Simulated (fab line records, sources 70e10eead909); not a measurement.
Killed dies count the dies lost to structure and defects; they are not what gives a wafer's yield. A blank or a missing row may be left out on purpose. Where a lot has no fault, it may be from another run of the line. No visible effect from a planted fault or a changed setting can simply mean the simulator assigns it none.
Which tool is to blame? ; flow nand harc ; Sampling: 11 lots, 33 wafers, 4 of 1159 route steps

== WHAT THE GAUGES SHOWED, per wafer ==
NHARC_A_SGD_CUT_THK_MEAS_22: measures by ellipsometry. Usual: thk nm at 148.0 nm, with a standard deviation of 1.5.
lot;measured;on;thk nm (nm);flag
L303;day 14 04:23;film metro-01;148.8 146.5 148.0;
L304;day 14 07:27;film metro-02;147.9 147.7 148.2;
L305;day 14 07:33;film metro-02;149.2 148.6 147.4;
L306;day 14 07:28;film metro-01;151.1 146.5 147.1;
L307;day 15 06:26;film metro-01;148.3 146.9 147.0;
L309;day 15 06:27;film metro-02;149.6 147.2 149.8;
L310;day 15 10:35;film metro-01;146.7 147.0 146.7;
L311;day 16 04:26;film metro-02;148.1 148.7 151.1;
L312;day 16 04:26;film metro-01;147.3 149.4 147.0;
L316;day 17 01:26;film metro-02;149.8 147.7 149.6;
L313;day 17 01:17;film metro-02;148.6 148.7 85.1;OFF

== TOOL THAT RAN EACH LOT (tool first, then ch and the chambers of the sampled wafers, then the start) ==
lot;NHARC_A_SGD_CUT_ETCH_58;NHARC_A_SGD_CUT_DEP_20;NHARC_A_SGD_CUT_CMP_21
L303;rie diel-04 ch 1,2,3, day 14 01:02;fcvd-02 ch 0,1, day 14 02:04;cmp-03 ch 1,2,3, day 14 04:08
L304;rie diel-01 ch 0,1,2, day 14 01:51;fcvd-01 ch 0,1, day 14 02:55;cmp-04 ch 0,1,3, day 14 07:12
L305;rie diel-10 ch 1,2,3, day 14 02:08;fcvd-02 ch 0,1, day 14 03:10;cmp-03 ch 0,2,3, day 14 07:17
L306;rie diel-04 ch 1,2,3, day 14 04:08;fcvd-01 ch 0,1, day 14 05:15;cmp-01 ch 0,1, day 14 07:12
L307;rie diel-04 ch 0,1,2, day 14 21:46;fcvd-02 ch 0,1, day 14 22:50;cmp-03 ch 1,3, day 15 06:11
L309;rie diel-01 ch 0,1,2, day 14 22:47;fcvd-01 ch 0,1, day 14 23:50;cmp-01 ch 0,2,3, day 15 06:11
L310;rie diel-10 ch 0,2,3, day 15 03:53;fcvd-02 ch 0, day 15 05:01;cmp-03 ch 0,1, day 15 10:19
L311;rie diel-04 ch 1,2,3, day 15 22:03;fcvd-01 ch 0, day 15 23:07;cmp-01 ch 2,3, day 16 04:11
L312;rie diel-01 ch 0,3, day 15 22:34;fcvd-02 ch 0,1, day 15 23:37;cmp-04 ch 0,1,2, day 16 04:14
L316;rie diel-10 ch 0,1,3, day 16 19:54;fcvd-01 ch 0,1, day 16 20:59;cmp-03 ch 0,2,3, day 17 01:14
L313;rie diel-04 ch 1,2, day 16 21:22;fcvd-01 ch 0,1, day 16 22:27;cmp-03 ch 1,2,3, day 17 01:07
- NHARC_A_SGD_CUT_ETCH_58: etches the open film in CF4, target depth 39 nm, time 65 s.
- NHARC_A_SGD_CUT_DEP_20: deposits SiO2, target thk 150 nm.
- NHARC_A_SGD_CUT_CMP_21: polishes, target thk 148.19 nm.

== AS READ BY THE TOOLS THEMSELVES (means over the sampled wafers that have a number; for cases with no such wafer, the mark the record gives instead) ==
NHARC_A_SGD_CUT_ETCH_58. Usual: drypump motor current A 5.8 A, standard deviation 0.53; oes product au 1.002 a.u., standard deviation 0.011; rf vpp V 151.6 V, standard deviation 1; showerhead plenum p Torr 1.79 Torr, standard deviation 0.065; throttle valve pct 13.283 %, standard deviation 0.0084.
lot;tool;drypump motor current A (A);oes product au (a.u.);rf vpp V (V);showerhead plenum p Torr (Torr);throttle valve pct (%);flag
L303;rie diel-04;5.9;1.006;152.9;1.85;13.285;
L304;rie diel-01;5.8;0.985;151.3;1.81;13.278;
L305;rie diel-10;5.9;0.997;151.4;1.74;13.284;
L306;rie diel-04;5.9;1.015;152.2;1.85;13.287;
L307;rie diel-04;5.4;1.009;152.0;1.84;13.286;
L309;rie diel-01;5.8;1.003;152.0;1.81;13.279;
L310;rie diel-10;5.7;1.007;150.0;1.73;13.285;
L311;rie diel-04;5.9;1.009;151.6;1.85;13.284;
L312;rie diel-01;6.4;1.009;150.8;1.74;13.292;
L316;rie diel-10;6.0;0.999;151.8;1.72;13.283;
L313;rie diel-04;5.7;1.007;152.5;1.86;13.288;

NHARC_A_SGD_CUT_DEP_20. Usual: susceptor temp C at 65.00 C, with a standard deviation of 0.13.
lot;tool;susceptor temp C (C);flag
L303;fcvd-02;64.94;
L304;fcvd-01;65.06;
L305;fcvd-02;65.10;
L306;fcvd-01;65.07;
L307;fcvd-02;65.03;
L309;fcvd-01;64.93;
L310;fcvd-02;65.08;
L311;fcvd-01;64.99;
L312;fcvd-02;64.98;
L316;fcvd-01;-;OFF
L313;fcvd-01;65.00;

NHARC_A_SGD_CUT_CMP_21. Usual: motor current A 11.4 A, standard deviation 1.4; time to endpoint s 51 s, standard deviation 3.2.
lot;tool;motor current A (A);time to endpoint s (s);flag
L303;cmp-03;10.1;51;
L304;cmp-04;11.7;51;
L305;cmp-03;10.4;53;
L306;cmp-01;12.1;52;
L307;cmp-03;10.7;51;
L309;cmp-01;12.1;56;
L310;cmp-03;11.5;49;
L311;cmp-01;12.6;52;
L312;cmp-04;10.8;51;
L316;cmp-03;10.8;50;
L313;cmp-03;10.1;44;

== THE ANSWER, worked out from the rows above alone ==
Rule: lot off if the mean of its wafers having a number is beyond 3 standard deviations from the usual mean. A lot without any number at a reading at which 4 lots or more have one is off too. All remaining lots with rows at the step are treated as sound. The gauges are gone through in route order, then the tools' own readings, and for those a lot's mean is taken as printed above. At the first step where some lot is off, the reading lying furthest off is the one used; lots without a number count as furthest.
Off: L313 (NHARC_A_SGD_CUT_THK_MEAS_22, thk nm).
If a tool, at a process step before that reading, ran all the lots that are off and no sound lot after the first of them, it fits. The gauges at NHARC_A_SGD_CUT_THK_MEAS_22 are tried like those tools. 2 tools fit, rie diel-04 at NHARC_A_SGD_CUT_ETCH_58 and fcvd-01 at NHARC_A_SGD_CUT_DEP_20, so this cannot tell which one it is.

== WHAT THE SIMULATOR PUT IN ==
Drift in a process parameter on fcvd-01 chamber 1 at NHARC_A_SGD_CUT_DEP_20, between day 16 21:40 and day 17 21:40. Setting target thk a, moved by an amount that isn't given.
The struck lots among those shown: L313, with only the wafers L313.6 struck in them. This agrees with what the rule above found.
